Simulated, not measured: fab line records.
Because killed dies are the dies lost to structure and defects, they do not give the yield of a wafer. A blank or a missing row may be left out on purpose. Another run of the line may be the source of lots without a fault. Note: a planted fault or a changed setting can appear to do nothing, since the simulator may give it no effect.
fab line records	flow nand_harc
record: lots: 6	wafers: 18	last_day: 24
route steps=1159 shown A_CONTACT@894
lots untouched by any fault: they come from a run of this same line in which no faults occurred
start_h: hours from the record's first day to the start of the lot's first wafer shown	wait_h: hours since the lot's step before	" repeats the value in the row above	L1.1+2: one row covering several wafers at once	- no value, or no start given	* or withheld: withheld	< > ~ a bound
route shown NAME@n: NAME is a module with steps in the file, n the number in the route of the first one	usual: mean/standard deviation taken from wafers without a fault	same: alike in all rows	chamber/n: place in a boat	sites: the reading at each site	_std_site: how widely they spread, as a standard deviation	_edge_site: the outer-site mean with the inner-site mean subtracted	radius_mm: for every site, how far away it sits from the centre of the wafer	mask NAME#n: copy n	behind: the most recent tool/chamber to have shaped the wafer	hold: why the lot was held/for how many hours/how that ended	device: which transistor (n, p or np) failed to switch	end of line: the route-end tests of the same wafers	a step without rows: its recipe alone	killed: the dies lost at the first sort to structure and to defects; this is not the yield of the wafer	map: dies across one wafer; x = killed, . = not, _ = none there
set.NAME: the setting the step ran with; set.NAME@STEP: the setting that earlier step ran with	model.NAME: the simulator's own value behind a step, which no gauge read
lots at some steps of the route; a table a step, a row a wafer
services: when a tool's chamber went out of use (start_h, in hours from the record's first day, below 0 if earlier), for how many hours, and the reason
== steps ==
step: NHARC_A_CONTACT_PEB_67
recipe: peb_temp_c: 100	peb_time_s: 65
step: NHARC_A_CONTACT_DEVELOP_68
recipe: develop_time_s: 35	dev_temp_c: 23
step: NHARC_A_CONTACT_CD_MEAS_69
recipe: target_cd_nm: 200	landing_energy_ev: 500
usual: cd_nm: 199.9/0.44
lot.wafer	tool	chamber	start_h	wait_h	cd_nm
L823.1	cd_sem-02	0	383.51	-	199.8
L823.5	"	0	"	"	199.7
L823.6	"	0	"	"	199.5
L828.2	cd_sem-02	0	422.56	-	200.5
L828.5	"	0	"	"	200.2
L828.6	"	0	"	"	200.0
L829.1	cd_sem-03	0	438.95	-	200.1
L829.2	"	0	"	"	200.1
L829.5	"	0	"	"	200.1
L831.2	cd_sem-01	0	466.11	-	199.9
L831.3	"	0	"	"	199.8
L831.4	"	0	"	"	199.9
L841.3	cd_sem-01	0	501.71	-	200.1
L841.4	"	0	"	"	199.5
L841.5	"	0	"	"	199.6
L842.4	cd_sem-03	0	509.39	-	199.9
L842.5	"	0	"	"	200.4
L842.6	"	0	"	"	199.6
step: NHARC_A_CONTACT_OVL_MEAS_70
usual: overlay_x_nm: -0.1/0.87	overlay_y_nm: 0.0/0.76
lot.wafer	tool	chamber	start_h	wait_h	overlay_x_nm	overlay_y_nm
L823.1	overlay-01	-	383.60	-	-0.1	-0.2
L823.5	"	-	"	"	-0.4	0.0
L823.6	"	-	"	"	-1.0	-0.7
L828.2	overlay-01	-	422.64	-	-0.8	-1.1
L828.5	"	-	"	"	-1.2	-0.9
L828.6	"	-	"	"	-0.9	-0.8
L829.1	overlay-02	-	439.04	-	0.4	-0.6
L829.2	"	-	"	"	0.4	-0.2
L829.5	"	-	"	"	0.1	-1.0
L831.2	overlay-01	-	466.20	-	0.3	-0.3
L831.3	"	-	"	"	0.1	0.1
L831.4	"	-	"	"	0.8	0.5
L841.3	overlay-02	-	501.80	-	0.6	-1.0
L841.4	"	-	"	"	-0.1	-1.1
L841.5	"	-	"	"	-0.1	-0.8
L842.4	overlay-02	-	509.47	-	-0.9	1.5
L842.5	"	-	"	"	-0.3	1.0
L842.6	"	-	"	"	-0.2	1.2
step: NHARC_A_CONTACT_INSPECT_71
usual: raw_defect_count: 28/12
lot.wafer	tool	chamber	start_h	wait_h	raw_defect_count
L823.1	defect_inspect-01	-	383.64	0.0	16
L823.5	"	-	"	"	15
L823.6	"	-	"	"	21
L828.2	defect_inspect-02	-	422.68	0.0	29
L828.5	"	-	"	"	43
L828.6	"	-	"	"	29
L829.1	defect_inspect-01	-	439.08	0.0	40
L829.2	"	-	"	"	27
L829.5	"	-	"	"	24
L831.2	defect_inspect-01	-	466.23	0.0	11
L831.3	"	-	"	"	7
L831.4	"	-	"	"	11
L841.3	defect_inspect-02	-	501.84	0.0	27
L841.4	"	-	"	"	41
L841.5	"	-	"	"	31
L842.4	defect_inspect-01	-	509.51	0.0	16
L842.5	"	-	"	"	24
L842.6	"	-	"	"	14
step: NHARC_A_CONTACT_DESCUM_74
recipe: time_s: 3	o2_flow_sccm: 200	ar_flow_sccm: 0	bias_power_w: 0	chemistry: O2
step: NHARC_A_CONTACT_ETCH_75
recipe: target_depth_a: 390	over_etch_frac: 0.3	time_s: 65	ion_energy_ev: 80	cf4_flow_sccm: 150	ar_flow_sccm: 0	rf_w: 300	bias_w: 100	chemistry: CF4
step: NHARC_A_CONTACT_ETCH_76
recipe: target_depth_a: 2600	over_etch_frac: 0.3	time_s: 475.3	ion_energy_ev: 200	n2_flow_sccm: 150	h2_flow_sccm: 150	ar_flow_sccm: 0	rf_w: 400	bias_w: 150	chemistry: N2/H2
usual: bias_w: 150.0/0.45	chamber_pressure_mTorr: 29.999/0.026	drypump_motor_current_A: 5.7/0.57	oes_product_au: 1.000/0.0071	rf_vpp_V: 429.4/2.6	showerhead_plenum_p_Torr: 2.01/0.091	throttle_valve_pct: 14.172/0.008
same: time_s: 475.3
lot.wafer	tool	chamber	start_h	wait_h	bias_w	chamber_pressure_mTorr	drypump_motor_current_A	oes_product_au	rf_hours_counter_h	rf_vpp_V	showerhead_plenum_p_Torr	throttle_valve_pct
L823.1	rie_diel-13	2	-	-	149.1	30.039	6.3	1.006	35	428.3	1.98	14.170
L823.5	"	1	"	"	149.3	30.013	6.4	1.012	-	426.3	1.88	14.179
L823.6	"	2	"	"	149.7	29.976	6.3	1.010	-	428.2	1.98	14.162
L828.2	rie_diel-05	1	-	-	150.1	30.023	6.1	1.003	12	429.0	1.95	14.178
L828.6	"	2	"	"	149.9	29.982	4.7	1.009	-	432.0	2.03	14.166
L828.5	"	3	"	"	149.6	30.028	5.0	1.002	-	429.2	2.01	14.177
L829.2	rie_diel-05	2	-	-	150.5	29.983	4.7	0.994	14	430.8	2.03	14.172
L829.1	"	3	"	"	149.8	30.003	5.0	0.986	14	429.5	2.01	14.189
L829.5	"	1	"	"	149.3	29.994	6.1	0.995	-	427.2	1.95	14.177
L831.3	rie_diel-13	0	-	-	149.7	29.997	5.4	1.012	3	427.1	1.94	14.170
L831.4	"	2	"	"	150.4	30.049	6.3	1.000	3	427.4	1.97	14.155
L831.2	"	3	"	"	149.9	29.974	5.4	0.999	2	434.3	2.22	14.154
L841.3	rie_diel-01	2	-	-	150.6	29.979	6.3	0.994	2	428.6	1.98	14.171
L841.4	"	1	"	"	149.9	30.000	5.1	1.001	2	433.1	2.12	14.166
L841.5	"	3	"	"	150.2	29.986	5.7	0.990	-	429.7	2.03	14.173
L842.4	rie_diel-05	0	-	-	150.5	29.979	5.8	0.996	26	429.2	1.98	14.163
L842.5	"	0	"	"	149.7	30.028	5.8	1.002	-	428.1	1.98	14.172
L842.6	"	1	"	"	149.8	29.980	6.1	1.008	-	428.2	1.94	14.171
step: NHARC_A_CONTACT_ETCH_77
recipe: target_depth_a: 726	time_s: 36.3	cf4_flow_sccm: 100	chf3_flow_sccm: 30	ar_flow_sccm: 0	rf_w: 500	bias_w: 200	chemistry: CF4/CHF3
usual: bias_w: 200.0/0.64	cf4_flow_sccm: 100.0/0.31	chamber_pressure_mTorr: 25.000/0.023	drypump_motor_current_A: 5.7/0.55	oes_product_au: 0.942/0.021	rf_vpp_V: 369.8/2.3	showerhead_plenum_p_Torr: 1.55/0.064	throttle_valve_pct: 16.802/0.0093
same: time_s: 36.3
lot.wafer	tool	chamber	start_h	wait_h	bias_w	cf4_flow_sccm	chamber_pressure_mTorr	drypump_motor_current_A	oes_product_au	rf_hours_counter_h	rf_vpp_V	showerhead_plenum_p_Torr	throttle_valve_pct
L823.1	rie_diel-13	3	-	-	199.2	100.2	25.010	5.4	0.929	35	366.8	1.46	16.814
L823.6	"	2	"	"	199.8	99.7	25.040	6.3	0.926	-	368.6	1.53	16.821
L823.5	"	3	"	"	200.0	100.6	24.992	5.4	0.925	-	368.0	1.46	16.792
L828.2	rie_diel-05	2	-	-	199.8	100.1	24.997	4.8	0.919	12	370.4	1.57	16.811
L828.5	"	0	"	"	200.4	100.3	24.984	5.8	0.919	-	369.0	1.53	16.806
L828.6	"	1	"	"	200.0	99.9	24.977	6.1	0.930	-	367.8	1.51	16.802
L829.1	rie_diel-05	0	-	-	200.7	100.1	24.960	5.8	0.909	13	369.6	1.53	16.800
L829.2	"	3	"	"	200.9	99.9	25.008	5.0	0.932	14	370.1	1.55	16.806
L829.5	"	0	"	"	200.8	99.8	25.015	5.8	0.922	-	370.3	1.53	16.812
L831.2	rie_diel-13	2	-	-	200.8	99.8	24.992	6.3	0.939	3	369.3	1.52	16.804
L831.4	"	3	"	"	199.7	100.2	24.971	5.3	0.954	3	375.2	1.70	16.798
L831.3	"	0	"	"	200.7	100.3	25.022	5.4	0.940	4	369.2	1.50	16.795
L841.3	rie_diel-01	0	-	-	200.1	100.4	25.009	6.2	0.951	1	371.2	1.60	16.802
L841.4	"	2	"	"	200.5	99.8	24.992	6.3	0.961	2	369.6	1.53	16.792
L841.5	"	0	"	"	198.6	100.0	24.999	6.2	0.954	-	370.6	1.60	16.793
L842.4	rie_diel-05	0	-	-	201.1	100.2	24.979	5.8	0.922	26	369.7	1.53	16.815
L842.6	"	1	"	"	200.2	100.5	24.993	6.1	0.936	-	369.0	1.51	16.800
L842.5	"	2	"	"	200.5	100.2	24.996	4.7	0.939	-	370.4	1.56	16.795
step: NHARC_A_CONTACT_ETCH_78
recipe: target_depth_a: 28000	over_etch_frac: 0.3	time_s: 728	ion_energy_ev: 150	o2_flow_sccm: 400	cos_flow_sccm: 20	ar_flow_sccm: 0	rf_w: 500	bias_w: 300	chemistry: O2/COS
usual: bias_w: 300.0/0.96	chamber_pressure_mTorr: 20.000/0.018	drypump_motor_current_A: 5.6/0.57	oes_product_au: 1.001/0.008	rf_vpp_V: 313.5/2	showerhead_plenum_p_Torr: 3.08/0.13	throttle_valve_pct: 28.330/0.01
same: time_s: 728
lot.wafer	tool	chamber	start_h	wait_h	bias_w	chamber_pressure_mTorr	drypump_motor_current_A	oes_product_au	rf_hours_counter_h	rf_vpp_V	showerhead_plenum_p_Torr	throttle_valve_pct
L823.1	rie_diel-13	2	-	-	299.3	19.986	6.3	1.011	35	312.7	3.03	28.335
L823.5	"	0	"	"	300.0	19.974	5.4	0.998	-	312.5	3.00	28.319
L823.6	"	1	"	"	299.9	20.012	6.5	1.001	-	312.1	2.90	28.336
L828.2	rie_diel-05	3	-	-	299.7	19.994	5.0	1.005	11	314.3	3.09	28.323
L828.5	"	2	"	"	298.6	20.014	4.8	1.008	-	315.1	3.11	28.331
L828.6	"	3	"	"	300.2	20.011	5.0	0.985	-	315.5	3.09	28.330
L829.2	rie_diel-05	3	-	-	300.3	19.974	5.0	0.993	14	314.6	3.09	28.330
L829.1	"	1	"	"	301.8	20.004	6.1	1.008	14	312.4	2.99	28.330
L829.5	"	2	"	"	297.9	19.957	4.7	0.998	-	313.0	3.10	28.339
L831.4	rie_diel-13	0	-	-	299.6	19.968	5.4	0.998	4	313.3	2.98	28.330
L831.3	"	1	"	"	299.3	19.985	6.5	0.996	4	315.8	3.37	28.328
L831.2	"	2	"	"	302.5	20.019	6.3	0.996	3	313.6	3.02	28.333
L841.4	rie_diel-01	3	-	-	300.1	20.008	5.7	0.983	1	314.1	3.11	28.348
L841.3	"	0	"	"	299.5	20.019	6.2	1.000	1	316.1	3.17	28.321
L841.5	"	1	"	"	301.5	20.011	5.1	0.999	-	315.8	3.24	28.314
L842.4	rie_diel-05	1	-	-	299.7	20.008	6.1	1.009	30	312.8	2.99	28.326
L842.6	"	3	"	"	298.8	20.017	5.0	1.002	-	314.6	3.08	28.336
L842.5	"	0	"	"	299.7	20.033	5.8	0.998	-	314.2	3.03	28.338
step: NHARC_A_CONTACT_ETCH_124
recipe: source_w: withheld	pressure_mtorr: 20	bias_v: withheld	time_s: 140	target_depth_a: 7000	ar_flow_sccm: withheld	c4f8_flow_sccm: withheld	o2_flow_sccm: withheld	chemistry: C4F8/O2/Ar
usual: chamber_pressure_mTorr: 19.999/0.017	oes_air_line_au: 1.002/0.02
same: time_s: 140
lot.wafer	tool	chamber	start_h	wait_h	chamber_pressure_mTorr	oes_air_line_au	rf_hours_counter_h
L823.1	har_cap_etch-03	0	384.83	-	19.993	1.008	83
L823.5	"	0	"	"	20.007	0.983	-
L823.6	"	1	"	"	20.012	1.002	-
L828.2	har_cap_etch-02	1	424.31	-	20.008	0.998	18
L828.5	"	1	"	"	20.024	1.002	-
L828.6	"	0	"	"	20.000	1.004	-
L829.2	har_cap_etch-02	0	440.27	-	20.010	0.988	21
L829.1	"	1	"	"	19.979	1.013	21
L829.5	"	1	"	"	19.971	0.993	-
L831.2	har_cap_etch-03	1	467.71	-	20.006	0.991	95
L831.3	"	1	"	"	20.063	1.040	-
L831.4	"	0	"	"	19.971	1.012	-
L841.3	har_cap_etch-01	1	504.50	-	20.005	1.042	-
L841.4	"	0	"	"	19.997	0.978	-
L841.5	"	1	"	"	20.019	1.006	-
L842.4	har_cap_etch-01	0	510.75	-	20.008	1.029	-
L842.5	"	0	"	"	20.016	0.971	-
L842.6	"	1	"	"	19.997	0.978	-
step: NHARC_A_CONTACT_ETCH_125
recipe: source_w: withheld	pressure_mtorr: 20	bias_v: 1200	time_s: 155	target_depth_a: 9560	ar_flow_sccm: withheld	c4f8_flow_sccm: withheld	o2_flow_sccm: withheld	chemistry: C4F8/O2/Ar
step: NHARC_A_CONTACT_ETCH_126
recipe: source_w: withheld	pressure_mtorr: 20	bias_v: 1200	time_s: 155	target_depth_a: 9560	ar_flow_sccm: withheld	c4f8_flow_sccm: withheld	o2_flow_sccm: withheld	chemistry: C4F8/O2/Ar
usual: chamber_pressure_mTorr: 20.002/0.018	oes_air_line_au: 0.996/0.019	time_s: 155/0
lot.wafer	tool	chamber	start_h	wait_h	chamber_pressure_mTorr	oes_air_line_au	rf_hours_counter_h	time_s
L823.1	har_cap_etch-03	0	385.17	0.1	20.018	0.993	83	155
L823.5	"	0	"	"	19.985	0.995	-	155
L823.6	"	1	"	"	20.005	1.009	-	155
L828.2	har_cap_etch-02	1	424.65	0.1	19.994	0.969	19	155
L828.5	"	1	"	"	20.001	0.993	-	155
L828.6	"	0	"	"	19.990	0.992	-	155
L829.2	har_cap_etch-02	0	440.61	0.1	-	-	-	-
L829.1	"	1	"	"	-	-	-	-
L829.5	"	1	"	"	-	-	-	-
L831.2	har_cap_etch-03	1	468.05	0.1	-	-	-	-
L831.3	"	1	"	"	-	-	-	-
L831.4	"	0	"	"	-	-	-	-
L841.3	har_cap_etch-01	1	504.82	0.1	19.999	0.980	-	155
L841.4	"	0	"	"	19.995	1.001	-	155
L841.5	"	1	"	"	20.014	1.017	-	155
L842.4	har_cap_etch-01	0	511.08	0.1	20.017	1.012	-	155
L842.5	"	0	"	"	19.991	0.998	-	155
L842.6	"	1	"	"	20.032	0.997	-	155
step: NHARC_A_CONTACT_ETCH_127
recipe: source_w: withheld	pressure_mtorr: 20	bias_v: 1200	time_s: 155	target_depth_a: 9560	ar_flow_sccm: withheld	c4f8_flow_sccm: withheld	o2_flow_sccm: withheld	chemistry: C4F8/O2/Ar
usual: chamber_pressure_mTorr: 19.999/0.019	oes_air_line_au: 1.002/0.021
same: time_s: 155
lot.wafer	tool	chamber	start_h	wait_h	chamber_pressure_mTorr	oes_air_line_au	rf_hours_counter_h
L823.1	har_cap_etch-03	0	385.31	0.1	19.978	1.005	83
L823.5	"	0	"	"	20.011	1.001	-
L823.6	"	1	"	"	19.989	0.965	-
L828.2	har_cap_etch-02	1	424.79	0.1	19.970	1.007	19
L828.5	"	1	"	"	20.006	1.038	-
L828.6	"	0	"	"	20.014	0.984	-
L829.2	har_cap_etch-02	0	440.76	0.1	19.991	1.034	21
L829.1	"	1	"	"	19.983	0.992	21
L829.5	"	1	"	"	20.000	1.017	-
L831.2	har_cap_etch-03	1	468.19	0.1	20.007	0.962	95
L831.3	"	1	"	"	19.959	0.997	-
L831.4	"	0	"	"	19.965	0.990	-
L841.3	har_cap_etch-01	1	504.96	0.1	19.985	1.000	-
L841.4	"	0	"	"	20.000	0.996	-
L841.5	"	1	"	"	19.998	1.055	-
L842.4	har_cap_etch-01	0	511.22	0.1	20.022	1.032	-
L842.5	"	0	"	"	20.002	0.991	-
L842.6	"	1	"	"	19.957	0.965	-
== services ==
tool	chamber	start_h	hours	kind
har_cap_etch-02	-	360.28	0.4	repair
rie_diel-05	0	366.96	4.6	repair
rie_diel-05	0	374.12	-	clean
rie_diel-05	1	374.12	-	clean
rie_diel-05	2	374.12	-	clean
rie_diel-05	3	374.12	-	clean
rie_diel-05	0	398.83	-	clean
rie_diel-05	1	398.83	-	clean
rie_diel-05	2	398.83	-	clean
rie_diel-05	3	398.83	-	clean
rie_diel-05	0	423.36	-	clean
rie_diel-05	1	423.36	-	clean
rie_diel-05	2	423.36	-	clean
rie_diel-05	3	423.36	-	clean
rie_diel-05	0	447.86	-	clean
rie_diel-05	1	447.86	-	clean
rie_diel-05	2	447.86	-	clean
rie_diel-05	3	447.86	-	clean
rie_diel-13	-	453.21	9.0	pm
rie_diel-05	-	458.16	1.0	repair
rie_diel-05	0	472.36	-	clean
rie_diel-05	1	472.36	-	clean
rie_diel-01	-	491.90	9.0	pm
rie_diel-05	3	501.35	4.8	repair
== key ==
first_sign: step: NHARC_A_CONTACT_ETCH_126	reading: tool_record	direction: missing
effect none on later readings
met_at NHARC_A_CONTACT_ETCH_126
struck_wafers L829.1,L829.2,L829.5,L831.2,L831.3,L831.4
later_rows_left_out L829.1,L829.2,L829.5,L831.2,L831.3,L831.4
sort_left_out L829.1,L829.2,L829.5,L831.2,L831.3,L831.4
tester_left_out L829,L831
onset_between 424.65 440.61
fault: kind: skipped_step_whole	tool: har_cap_etch-02,har_cap_etch-03	chamber: -	onset_h: 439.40	steps: NHARC_A_CONTACT_ETCH_126	scope: struck_lots_only
tester_left_out: of these lots the tester's yield and bins aren't shown, on N5 and GAA mostly nor the transistor test; their killed dies are dies lost to structure and defects alone, not to doping, threshold or leakage, so they don't give the yield
sort_left_out: the simulated sort isn't trusted on such a fault, so these wafers' sort isn't shown, and their yield isn't known
later_rows_left_out: the simulator's readings of these wafers behind a module that went badly wrong aren't trusted and aren't shown, but for the sort
